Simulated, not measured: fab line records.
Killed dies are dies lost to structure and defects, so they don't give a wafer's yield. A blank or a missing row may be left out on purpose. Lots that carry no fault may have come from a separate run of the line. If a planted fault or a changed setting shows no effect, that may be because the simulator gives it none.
A struck lot beside a sound one | flow nand_harc | 14 out of 1302 route steps
Sound: the wafers L918.1, L918.2, L918.4. Wafers struck: L921.3, L921.5, L921.6. At the end, the cause is stated.
Each step with rows lists, per side, the tool, then ch with its chambers, then its first start. Under that, the readings that differ: sound wafers | struck wafers | difference of the means | sigmas: that difference in standard deviations of wafers without a fault.
alike: words and numbers the same on both sides, and readings whose means are apart by under 2 such deviations; not compared: readings that were withheld, readings missing a value for some wafer, numbers with overlapping values and no deviation given by the record, and bounds like >300 which may hide the same value.
Wherever a step has rows on one side only, a row that says differs or no value, or a row with sigmas, the two part there. Numbers that don't overlap but have no deviation are shown without sigmas and don't part them. A reading missing from all wafers of one side parts the sides only when that side holds two or more wafers.

first, 4 steps without rows for these wafers: NHARC_A_CONTACT_EBR_65; NHARC_A_CONTACT_EXPOSE_66 (exposes mask A CC 2); NHARC_A_CONTACT_PEB_67 (peb time 65 s); NHARC_A_CONTACT_DEVELOP_68 (develop time 35 s).
NHARC_A_CONTACT_CD_MEAS_69: the cd target is 300 nm.
  sound on cd_sem-01 ch 0, day 25 15:24; struck on cd_sem-02 ch 0, day 26 15:13
  reading    | sound             | struck            | difference | sigmas
  cd_nm (nm) | 300.4 300.1 300.7 | 299.9 298.4 299.1 | -1.3       | -2
NHARC_A_CONTACT_OVL_MEAS_70:
  struck on overlay-02, day 26 15:18; sound on overlay-01, day 25 15:29
  alike: overlay_x_nm, overlay_y_nm
NHARC_A_CONTACT_INSPECT_71:
  struck on defect_inspect-02, day 26 15:20; sound on defect_inspect-01, day 25 15:31
  alike: raw_defect_count
NHARC_A_CONTACT_DESCUM_74: chemistry O2, time 3 s.
  sound on rie_diel-11 ch 0,1,3, day 25 15:36; struck on rie_diel-07 ch 0,3, day 26 15:24
  reading               | sound             | struck            | difference | sigmas
  o2_flow_sccm (sccm)   | 198.9 198.7 199.7 | 200.5 200.2 200.6 | +1.3       | +2
  oes_product_au (a.u.) | 0.980 0.998 0.991 | 1.022 1.012 1.025 | +0.030     | +3
  alike: drypump_motor_current_A, rf_vpp_V, showerhead_plenum_p_Torr, throttle_valve_pct
  not compared: rf_hours_counter_h
NHARC_A_CONTACT_ETCH_75: etches the open film in CF4, target depth 39 nm, time 65 s.
  sound on rie_diel-11 ch 0,1,3, day 25 15:42; struck on rie_diel-07 ch 2,3, day 26 15:29
  alike: bias_w, cf4_flow_sccm, drypump_motor_current_A, oes_product_au, rf_fwd_power_W, rf_vpp_V, showerhead_plenum_p_Torr, throttle_valve_pct
  not compared: rf_hours_counter_h
then, 1 step without rows for these wafers: NHARC_A_CONTACT_ETCH_76 (etches the open film in N2/H2, target depth 260 nm, time 475.3 s).
NHARC_A_CONTACT_ETCH_77: etches the open film in CF4/CHF3, target depth 108.9 nm, time 54.5 s.
  sound: rie_diel-11 ch 1,2,3; struck: rie_diel-07 ch 1,2
  alike: bias_w, cf4_flow_sccm, drypump_motor_current_A, oes_product_au, rf_fwd_power_W, rf_vpp_V, showerhead_plenum_p_Torr, throttle_valve_pct
  not compared: rf_hours_counter_h
NHARC_A_CONTACT_ETCH_78: etches the open film in O2/COS, target depth 5300 nm, time 1378 s.
  sound: rie_diel-11 ch 0,1,2; struck: rie_diel-07 ch 0,2,3
  alike: bias_w, chamber_pressure_mTorr, drypump_motor_current_A, o2_flow_sccm, oes_product_au, rf_fwd_power_W, rf_vpp_V, showerhead_plenum_p_Torr, throttle_valve_pct
  not compared: rf_hours_counter_h
NHARC_A_CONTACT_ETCH_124: etches the open film in C4F8/O2/Ar, time 140 s, target depth 700 nm.
  sound on har_cap_etch-03 ch 0,1, day 25 17:50; struck on har_cap_etch-02 ch 0,1, day 26 17:02
  no value came back on the struck wafers for chamber_pressure_mTorr (mTorr), oes_air_line_au (a.u.); on the sound wafers chamber_pressure_mTorr (mTorr) reads 19.987 19.988 20.051
  not compared: rf_hours_counter_h
NHARC_A_CONTACT_ETCH_125: etches the open film in C4F8/O2/Ar, time 197 s, target depth 1918 nm.
  sound on har_cap_etch-03 ch 0,1, day 25 18:06; struck on har_cap_etch-02 ch 0,1, day 26 17:17
  alike: chamber_pressure_mTorr, oes_air_line_au
  not compared: rf_hours_counter_h

== WHERE THEY PART ==
Earliest at NHARC_A_CONTACT_CD_MEAS_69; latest, in this record, at NHARC_A_CONTACT_ETCH_124. Later steps at which nothing parts them and some readings are alike: NHARC_A_CONTACT_ETCH_125.

WHY: whatever the simulator had introduced
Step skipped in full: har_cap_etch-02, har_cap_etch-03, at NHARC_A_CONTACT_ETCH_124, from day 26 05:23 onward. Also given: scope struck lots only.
